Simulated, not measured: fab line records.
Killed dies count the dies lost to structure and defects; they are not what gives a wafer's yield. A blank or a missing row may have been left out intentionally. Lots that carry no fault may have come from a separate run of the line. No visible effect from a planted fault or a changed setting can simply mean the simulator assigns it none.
Which of the tools did it? + flow n5 finfet + route of 1938 steps, sampled at 1 step: 12 lots, 36 wafers

## WHAT EACH GAUGE READ, for each wafer
N5_BEOL_M7_CD_MEAS_11 targets a cd of 38.5 nm.
| lot  | measured     | on        | cd nm (nm)     |
|------|--------------|-----------|----------------|
| L075 | day 9 17:53  | cd sem-01 | 37.4 37.9 37.9 |
| L076 | day 9 19:51  | cd sem-02 | 39.3 38.1 38.9 |
| L079 | day 10 21:25 | cd sem-02 | 39.1 39.3 38.6 |
| L081 | day 11 05:43 | cd sem-01 | 39.5 38.2 39.4 |
| L085 | day 11 23:23 | cd sem-03 | 39.1 38.7 38.9 |
| L087 | day 12 05:54 | cd sem-01 | 38.6 38.7 38.8 |
| L086 | day 12 10:14 | cd sem-01 | 38.9 37.9 38.1 |
| L089 | day 12 21:41 | cd sem-01 | 38.4 38.1 38.3 |
| L091 | day 13 22:41 | cd sem-01 | 39.0 40.0 38.9 |
| L093 | day 14 06:34 | cd sem-03 | 39.2 38.9 39.0 |
| L097 | day 14 23:19 | cd sem-01 | 38.4 38.5 38.9 |
| L095 | day 15 03:56 | cd sem-02 | 38.8 39.2 39.0 |

## WHAT TOOL EACH LOT RAN ON (gives the tool, then ch and the chambers of the sampled wafers, and finally the start)
The record shows no process step preceding these readings.

## THE ANSWER, worked out from the rows above alone
Rule: usual is defined by the lots themselves. Put in order of their means at a reading, lots are off if they are a third of the lots or fewer, leave a main group of 4 or more, and stand apart from it by a gap of 3 or more times the standard deviation of the main group's means; of several such gaps the widest counts. A main group is skipped when, at the precision printed for the reading in the tables above, its means are all equal. A lot without any number at a reading at which 4 lots or more have one is off too. Any other lot the step has rows for is counted as sound.
No lot is off on any of the readings shown, so nothing can be concluded from this.

## WHAT WAS PUT IN BY THE SIMULATOR
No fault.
